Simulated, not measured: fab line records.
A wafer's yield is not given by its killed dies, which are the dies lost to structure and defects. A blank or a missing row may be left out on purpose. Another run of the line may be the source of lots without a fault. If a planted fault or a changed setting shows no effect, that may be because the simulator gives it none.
Which tool was responsible?    flow n5 finfet    11 lots, 30 wafers sampled, at 6 steps of a route of 1938

WHAT THE GAUGES READ, wafer by wafer
N5_BEOL_M5_INSPECT_58: inspects for defects (darkfield). Usual: 67 for raw defect count, sd 21.
lot   measured      on                 raw defect count  flag
L955  day 9 23:38   defect inspect-01  74 62 82          
L956  day 10 01:10  defect inspect-02  1080 1110 1075    OFF
L957  day 10 08:08  defect inspect-01  1064 1043 1049    OFF
L960  day 11 05:10  defect inspect-01  1082 1098 1070    OFF
L963  day 12 10:54  defect inspect-02  79 47 67          
L970  day 14 09:37  defect inspect-02  68 69             
L971  day 14 13:49  defect inspect-01  62 57 61          
L969  day 14 17:49  defect inspect-02  115 112 65        
L973  day 15 08:24  defect inspect-01  67 71             
L972  day 15 09:07  defect inspect-01  54 63 50          
L974  day 15 12:31  defect inspect-02  103 73            

N5_BEOL_M6_INSPECT_13: inspects for defects (brightfield). Usual: 390 for raw defect count, sd 84.
lot   measured      on                 raw defect count  flag
L955  day 10 01:10  defect inspect-02  456 448 442       
L956  day 10 03:17  defect inspect-02  1393 1541 1517    OFF
L957  day 10 11:41  defect inspect-02  1424 1360 1336    OFF
L960  day 11 07:38  defect inspect-01  1354 1573 1460    OFF
L963  day 12 17:05  defect inspect-02  415 476 415       
L970  day 14 13:13  defect inspect-01  299 345           
L971  day 14 16:45  defect inspect-01  453 294 448       
L969  day 14 20:19  defect inspect-02  582 334 373       
L973  day 15 12:37  defect inspect-02  411 391           
L972  day 15 12:47  defect inspect-02  339 309 348       
L974  day 15 16:06  defect inspect-01  297 352           

EACH LOT AND THE TOOL THAT RAN IT (in order: tool; ch and the chambers of the sampled wafers; start)
lot   N5_BEOL_M5_SPUTTER_88         N5_BEOL_M5_ANNEAL_89          N5_BEOL_M5_CMP_52              N5_BEOL_M5_CO_CAP_78
L955  pvd sputter-03, day 9 21:22   pvd sputter-03, day 9 21:27   cmp-04 ch 1,2,3, day 9 23:08   cvd co-01 ch 0,1,2, day 9 23:25
L956  pvd sputter-02, day 9 22:59   pvd sputter-02, day 9 23:04   cmp-01 ch 0,2, day 10 00:35    cvd co-01 ch 1,2, day 10 00:57
L957  pvd sputter-03, day 10 05:45  pvd sputter-03, day 10 05:50  cmp-01 ch 0,3, day 10 07:22    cvd co-01 ch 0,1,2, day 10 07:53
L960  pvd sputter-03, day 11 02:47  pvd sputter-03, day 11 02:52  cmp-01 ch 0,2,3, day 11 04:26  cvd co-01 ch 0,1,2, day 11 04:49
L963  pvd sputter-03, day 12 08:42  pvd sputter-03, day 12 08:47  cmp-04 ch 1,2,3, day 12 10:19  cvd co-02 ch 0,1, day 12 10:41
L970  pvd sputter-02, day 14 07:28  pvd sputter-02, day 14 07:32  cmp-02 ch 3, day 14 09:02      cvd co-02 ch 0,2, day 14 09:25
L971  pvd sputter-03, day 14 11:14  pvd sputter-03, day 14 11:19  cmp-02 ch 1,3, day 14 13:14    cvd co-02 ch 1,2, day 14 13:36
L969  pvd sputter-02, day 14 15:18  pvd sputter-02, day 14 15:51  cmp-01 ch 0,3, day 14 17:10    cvd co-02 ch 0,1,2, day 14 17:38
L973  pvd sputter-03, day 15 06:04  pvd sputter-03, day 15 06:08  cmp-01 ch 0,3, day 15 07:49    cvd co-01 ch 0,2, day 15 08:12
L972  pvd sputter-01, day 15 06:32  pvd sputter-01, day 15 06:37  cmp-01 ch 0,1,2, day 15 08:31  cvd co-02 ch 0,2, day 15 08:52
L974  pvd sputter-02, day 15 10:19  pvd sputter-02, day 15 10:24  cmp-01 ch 2,3, day 15 11:55    cvd co-01 ch 0,1, day 15 12:17
- N5_BEOL_M5_SPUTTER_88: material Cu, target thk 15 nm, time 27.62 s.
- N5_BEOL_M5_ANNEAL_89: time 1800 s.
- N5_BEOL_M5_CMP_52: polishes, stops on SiCOH lowk, t overpolish 6.9 s, target thk 62 nm.
- N5_BEOL_M5_CO_CAP_78: material Co, precursor CCTBA/H2, target thk 2 nm, time 102.1 s.

WHAT THE TOOLS THEMSELVES READ (means of the sampled wafers that have a number; where no wafer has one, the mark that the record gives instead)
N5_BEOL_M5_SPUTTER_88. Usual: 30.4 % for throttle valve pct, sd 1.3.
lot   tool            throttle valve pct (%)  flag
L955  pvd sputter-03  32.3                    
L956  pvd sputter-02  29.3                    
L957  pvd sputter-03  31.1                    
L960  pvd sputter-03  30.6                    
L963  pvd sputter-03  30.6                    
L970  pvd sputter-02  29.4                    
L971  pvd sputter-03  31.1                    
L969  pvd sputter-02  28.9                    
L973  pvd sputter-03  30.8                    
L972  pvd sputter-01  30.7                    
L974  pvd sputter-02  29.4                    

N5_BEOL_M5_ANNEAL_89. Usual: 831 W for heater power w, sd 81.
lot   tool            heater power w (W)  flag
L955  pvd sputter-03  911                 
L956  pvd sputter-02  852                 
L957  pvd sputter-03  816                 
L960  pvd sputter-03  816                 
L963  pvd sputter-03  736                 
L970  pvd sputter-02  856                 
L971  pvd sputter-03  813                 
L969  pvd sputter-02  800                 
L973  pvd sputter-03  793                 
L972  pvd sputter-01  826                 
L974  pvd sputter-02  870                 

N5_BEOL_M5_CMP_52. Usual: barrier field endpoint s 24.7 s, standard deviation 0.62; clearing platen down force psi 1.500 psi, standard deviation 0.0031; motor current A 5.9 A, standard deviation 0.58; overpolish run s 6.900 s, standard deviation 0.0096; time to endpoint s 63 s, standard deviation 3.3.
lot   tool    barrier field endpoint s (s)  clearing platen down force psi (psi)  motor current A (A)  overpolish run s (s)  time to endpoint s (s)  flag
L955  cmp-04  24.3                          1.503                                 6.5                  6.899                 61                      
L956  cmp-01  24.2                          1.501                                 5.1                  6.902                 60                      
L957  cmp-01  24.6                          1.499                                 5.4                  6.910                 62                      
L960  cmp-01  24.6                          1.499                                 5.5                  6.904                 62                      
L963  cmp-04  24.5                          1.498                                 6.5                  6.896                 58                      
L970  cmp-02  24.9                          1.494                                 5.8                  6.895                 64                      
L971  cmp-02  24.8                          1.501                                 5.7                  6.889                 64                      
L969  cmp-01  24.7                          1.502                                 5.9                  6.891                 62                      
L973  cmp-01  24.8                          1.499                                 5.7                  6.896                 62                      
L972  cmp-01  25.4                          1.503                                 5.4                  6.900                 67                      
L974  cmp-01  25.4                          1.498                                 5.8                  6.896                 62                      

N5_BEOL_M5_CO_CAP_78. Usual: heater power outer w 131 W, standard deviation 11; heater power w 239 W, standard deviation 20.
lot   tool       heater power outer w (W)  heater power w (W)  flag
L955  cvd co-01  122                       222                 
L956  cvd co-01  123                       219                 
L957  cvd co-01  122                       218                 
L960  cvd co-01  122                       221                 
L963  cvd co-02  131                       247                 
L970  cvd co-02  132                       248                 
L971  cvd co-02  145                       258                 
L969  cvd co-02  135                       251                 
L973  cvd co-01  123                       222                 
L972  cvd co-02  134                       245                 
L974  cvd co-01  124                       221                 

THE ANSWER, worked out from the rows above alone
Rule: lot off if the mean of its wafers having a number is beyond 3 standard deviations from the usual mean. A lot without any number at a reading at which 4 lots or more have one is off too. Any other lot the step has rows for is counted as sound. The gauges are gone through in route order, then the tools' own readings, and for those a lot's mean is taken as printed above. The first step at which some lot is off is used, and at that step the reading that is off furthest; a lot without a number counts as furthest.
Off, at N5_BEOL_M5_INSPECT_58 on raw defect count: L956, L957, L960.
If a tool, at a process step before that reading, ran all the lots that are off and no sound lot after the first of them, it fits. The gauges at N5_BEOL_M5_INSPECT_58 are tried like those tools. Not one of the candidates tried fits.

WHAT THE SIMULATOR HAD PUT IN
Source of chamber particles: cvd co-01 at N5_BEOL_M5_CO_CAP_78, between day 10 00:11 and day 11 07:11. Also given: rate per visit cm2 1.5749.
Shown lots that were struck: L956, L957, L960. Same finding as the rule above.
